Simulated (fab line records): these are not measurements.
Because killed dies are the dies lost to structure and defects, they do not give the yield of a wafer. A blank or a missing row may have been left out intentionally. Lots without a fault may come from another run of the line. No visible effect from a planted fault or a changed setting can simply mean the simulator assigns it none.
Struck lot and sound lot, side by side / flow n5_finfet / 15 steps out of a route of 1938
Sound: wafers L486.1, L486.2, L486.6. Struck: wafers L494.5, L494.6. (L494.1 of the same lot was not struck and is left out.) The cause comes at the end.
At each step with rows: each side's tool, then ch and its chambers, then its first start. Under that, the readings that differ: sound wafers / struck wafers / difference of the means / sigmas: that difference in standard deviations of wafers without a fault.
alike: readings with means less than 2 such deviations apart, plus words and numbers identical on both sides. not compared: withheld readings, readings lacking a value on some wafer, bounds such as >300 that could conceal the same value, and numbers that have no deviation in the record and whose values overlap.
A row with sigmas, a row that says differs or no value, or rows on one side alone: a step with any of these is where the two part. Non-overlapping numbers with no deviation appear without sigmas and do not part them. A reading missing from all wafers of one side parts the sides only when that side holds two or more wafers.

first, 1 step without rows for these wafers: N5_SD_EPI_P_DEVELOP_08 (develop time 30 s).
N5_SD_EPI_P_CD_MEAS_09 targets a cd of 240 nm.
  sound on cd_sem-02 ch 0, day 6 08:52; struck on cd_sem-03 ch 0, day 8 03:10
  alike: cd_nm
N5_SD_EPI_P_OVL_MEAS_10:
  sound on overlay-01 ch 0, day 6 08:54; struck on overlay-01 ch 0, day 8 03:13
reading=SD_P_BLK_OVL (nm); sound=-1.2 -1.8 -1.4; struck=1.2 1.4; difference=+2.8; sigmas=+4
N5_SD_EPI_P_INSPECT_11: inspects for defects (macro).
  struck on defect_inspect-01, day 8 03:14; sound on defect_inspect-01, day 6 08:56
  alike: raw_defect_count
N5_SD_EPI_P_DESCUM_14: chemistry O2, time 7.9 s.
  sound on rie_diel-05 ch 2,3, day 6 08:58; struck on rie_diel-05 ch 2,3, day 8 03:16
  alike: chamber_pressure_mTorr, drypump_motor_current_A, oes_product_au, rf_vpp_V, showerhead_plenum_p_Torr, throttle_valve_pct
  not compared: rf_hours_counter_h
N5_SD_EPI_P_ETCH_36: etches SiARC in CF4, target depth 45.5 nm, time 75.8 s.
  sound on rie_diel-05 ch 2,3, day 6 09:00; struck on rie_diel-05 ch 2,3, day 8 03:18
  alike: bias_w, chamber_pressure_mTorr, drypump_motor_current_A, etch_rf_on_time_s, oes_product_au, rf_vpp_V, showerhead_plenum_p_Torr, throttle_valve_pct
  not compared: rf_hours_counter_h
N5_SD_EPI_P_ETCH_37: etches SOC in N2/H2, overetch 108 nm, time 486 s.
  sound on rie_diel-05 ch 2,3, day 6 09:03; struck on rie_diel-05 ch 2,3, day 8 03:21
  alike: bias_w, chamber_pressure_mTorr, drypump_motor_current_A, oes_product_au, rf_vpp_V, showerhead_plenum_p_Torr, throttle_valve_pct
  not compared: rf_hours_counter_h
then, 1 step without rows for these wafers: N5_SD_EPI_P_STRIP_38 (strips in N2/H2).
N5_SD_EPI_P_ETCHBACK_46: etches SiNx in CH3F/O2, stops on SiO2, target depth 17.5 nm.
  sound on rie_diel-05 ch 2,3, day 6 09:23; struck on rie_diel-05 ch 2,3, day 8 03:41
  alike: bias_w, chamber_pressure_mTorr, drypump_motor_current_A, oes_product_au, rf_vpp_V, showerhead_plenum_p_Torr, throttle_valve_pct
  not compared: rf_hours_counter_h
then, 1 step without rows for these wafers: N5_SD_EPI_P_ETCH_47 (etches SiOCN in CH3F/O2, target depth 25 nm).
N5_SD_EPI_P_ETCH_16: etches SiO2 in CHF3/O2, target depth 5 nm.
  sound on rie_diel-05 ch 2,3, day 6 09:35; struck on rie_diel-05 ch 2,3, day 8 03:53
  alike: bias_w, chamber_pressure_mTorr, drypump_motor_current_A, oes_product_au, rf_vpp_V, showerhead_plenum_p_Torr, throttle_valve_pct
  not compared: rf_hours_counter_h
then, 1 step without rows for these wafers: N5_SD_EPI_P_STRIP_50 (strips in CHF3/O2).
N5_SD_EPI_P_SD_RECESS_17: chemistry HBr/Cl2/O2, target depth 39.1 nm, bt time 3 s.
  sound on rie_si-06 ch 0,1,3, day 6 09:40; struck on rie_si-06 ch 1,2, day 8 03:57
reading=model.SD_EPI_P.feature_depth_nm (nm); sound=39.6 39.2 39; struck=26.8 27; difference=-12.4; sigmas=
reading=model.etch.depth_nm (nm); sound=39.68 39.13 38.99; struck=26.89 27.02; difference=-12.31; sigmas=
  alike: bias_w, chamber_pressure_mTorr, drypump_motor_current_A, oes_product_au, throttle_valve_pct
  not compared: rf_hours_counter_h
then, 2 steps without rows for these wafers: N5_SD_EPI_P_WET_ETCH_45 (etches SiO2 in dHF, time 10.7 s, target depth 2 nm, rinse time 30 s); N5_PASSIVATION_PROBE_49.

== WHERE THEY PART ==
N5_SD_EPI_P_OVL_MEAS_10 only, going by this record. Later steps at which nothing parts them and some readings are alike: N5_SD_EPI_P_INSPECT_11, N5_SD_EPI_P_DESCUM_14, N5_SD_EPI_P_ETCH_36, N5_SD_EPI_P_ETCH_37, N5_SD_EPI_P_ETCHBACK_46, N5_SD_EPI_P_ETCH_16, N5_SD_EPI_P_SD_RECESS_17.

WHY: whatever the simulator had introduced
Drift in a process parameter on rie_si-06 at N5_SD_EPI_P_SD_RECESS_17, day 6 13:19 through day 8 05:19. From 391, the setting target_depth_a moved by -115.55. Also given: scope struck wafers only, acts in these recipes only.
